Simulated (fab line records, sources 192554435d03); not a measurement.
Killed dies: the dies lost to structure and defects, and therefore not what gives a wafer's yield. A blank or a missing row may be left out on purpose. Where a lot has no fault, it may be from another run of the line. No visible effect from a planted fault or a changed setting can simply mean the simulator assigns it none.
Split-lot study | flow n5-finfet | route with 1938 steps; 7 lots, 21 wafers read

== THE SPLIT ITSELF ==
At N5_BEOL_M13_COAT_66 (time 60 s, resist thk 110 nm), the setting spin-rpm was moved away from the recipe's 1500 rpm on 7 of the 21 wafers read, by +3.1% to +7.7%. The other wafers ran this setting at the recipe's value.

== FROM THE SPLIT TO THE READING: what the file shows between them, 4 steps ==
- N5_BEOL_M13_COAT_22: resist thk 300 nm
- N5_BEOL_M13_EBR_24
- N5_BEOL_M13_DESCUM_33: chemistry O2, time 7.9 s
- N5_BEOL_M13_ETCH_67: etches SiARC in CF4, target depth 143 nm, time 238.3 s

== THE READING ==
SiARC_of_BEOL_M13_COAT_66.thk-nm (the simulator's own value, which no gauge read), in nm, at N5_BEOL_M13_ETCH_68 (etches SOC in N2/H2, time 355 s). The file gives no usual value for it. Across the 14 wafers here that went through the recipe, the average is 77.1 nm and the standard deviation 0.66 nm.

wafer  | tool, chamber at the split | spin-rpm as run, rpm | against the recipe | SiARC_of_BEOL_M13_COAT_66.thk-nm, nm | against lot-mates on the recipe
L074.1 | litho-track-03, 0          | 1500                 | recipe             | 77.8                                 | -
L074.2 | litho-track-03, 0          | 1546                 | +3.1%              | 75.4                                 | -2.4
L074.4 | litho-track-03, 0          | 1546                 | +3.1%              | 76                                   | -1.8
L081.2 | litho-track-03, 0          | 1500                 | recipe             | 76.8                                 | -
L081.3 | litho-track-03, 0          | 1500                 | recipe             | 75.8                                 | -
L081.5 | litho-track-03, 0          | 1500                 | recipe             | 77                                   | -
L088.2 | litho-track-01, 0          | 1500                 | recipe             | 78                                   | -
L088.3 | litho-track-01, 0          | 1566                 | +4.4%              | 75.4                                 | -2.5
L088.6 | litho-track-01, 0          | 1500                 | recipe             | 77.8                                 | -
L089.2 | litho-track-01, 0          | 1554                 | +3.6%              | 75                                   | -2.0
L089.3 | litho-track-01, 0          | 1500                 | recipe             | 77                                   | -
L089.4 | litho-track-01, 0          | 1554                 | +3.6%              | 76.8                                 | -0.2
L091.2 | litho-track-04, 0          | 1500                 | recipe             | 76.2                                 | -
L091.4 | litho-track-04, 0          | 1585                 | +5.7%              | 73.6                                 | -3.1
L091.5 | litho-track-04, 0          | 1500                 | recipe             | 77.2                                 | -
L094.1 | litho-track-01, 0          | 1616                 | +7.7%              | 73.6                                 | -3.5
L094.4 | litho-track-01, 0          | 1500                 | recipe             | 77                                   | -
L094.6 | litho-track-01, 0          | 1500                 | recipe             | 77.2                                 | -
L096.1 | litho-track-03, 0          | 1500                 | recipe             | 76.2                                 | -
L096.4 | litho-track-03, 0          | 1500                 | recipe             | 78                                   | -
L096.6 | litho-track-03, 0          | 1500                 | recipe             | 76.8                                 | -

THE FIT
A straight line over all 21 wafers: SiARC_of_BEOL_M13_COAT_66.thk-nm changes by -0.456 nm for each +1% of spin-rpm; r = -0.84; the points scatter about the line by 0.7 nm.
The same after taking each lot's own level away (the mean of its wafers on the recipe; 21 wafers): -0.487 nm for each +1%; r = -0.89; scatter 0.6 nm.
On that fit, the largest move of spin-rpm shifts the reading by 3.8 nm.
The lots' own levels span 76.53 to 77.90 nm, that is 2.1 times the standard deviation above.
So the lot-to-lot level changes the slope little: the two slopes agree.
Check: -3.97 nm against its lot-mates is what the line predicts for one of the wafers moved furthest among these (+7.7%) when that wafer is left out of the fit. Against them it came out at -3.5 nm.

== OTHER SPLITS ON THESE WAFERS ==
These wafers also went through other splits before the reading. Each is held against what the fit with the lots' levels taken away leaves over:
other split on the same wafers | wafers away from the commonest value | r with SiARC_of_BEOL_M13_COAT_66.thk-nm (lot level and that fit taken away)
N5_BEOL_M11_EXPOSE_08 dose-mj  | 6                                    | -0.06
N5_BEOL_M12_COAT_65 spin-rpm   | 8                                    | +0.21

== THE WHOLE CHAIN: every reading that the file lists as answering this split, in the file's order ==
step                | what it does                                           | reading                                                                           | change (the file's fit)               | r (the file's)
N5_BEOL_M13_COAT_66 | time 60 s, resist thk 110 nm                           | SiARC_of_BEOL_M13_COAT_66.thk-nm (the simulator's own value, which no gauge read) | -0.526 nm for each +1% of the setting | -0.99
N5_BEOL_M13_ETCH_67 | etches SiARC in CF4, target depth 143 nm, time 238.3 s | etch.depth-nm (the simulator's own value, which no gauge read)                    | -0.537 nm for each +1% of the setting | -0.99
N5_BEOL_M13_ETCH_68 | etches SOC in N2/H2, time 355 s                        | SiARC_of_BEOL_M13_COAT_66.thk-nm (the simulator's own value, which no gauge read) | -0.494 nm for each +1% of the setting | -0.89

== THE FILE'S OWN FIT ==
SiARC_of_BEOL_M13_COAT_66.thk-nm changes by -0.494 nm for each +1% of spin-rpm, r = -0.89.
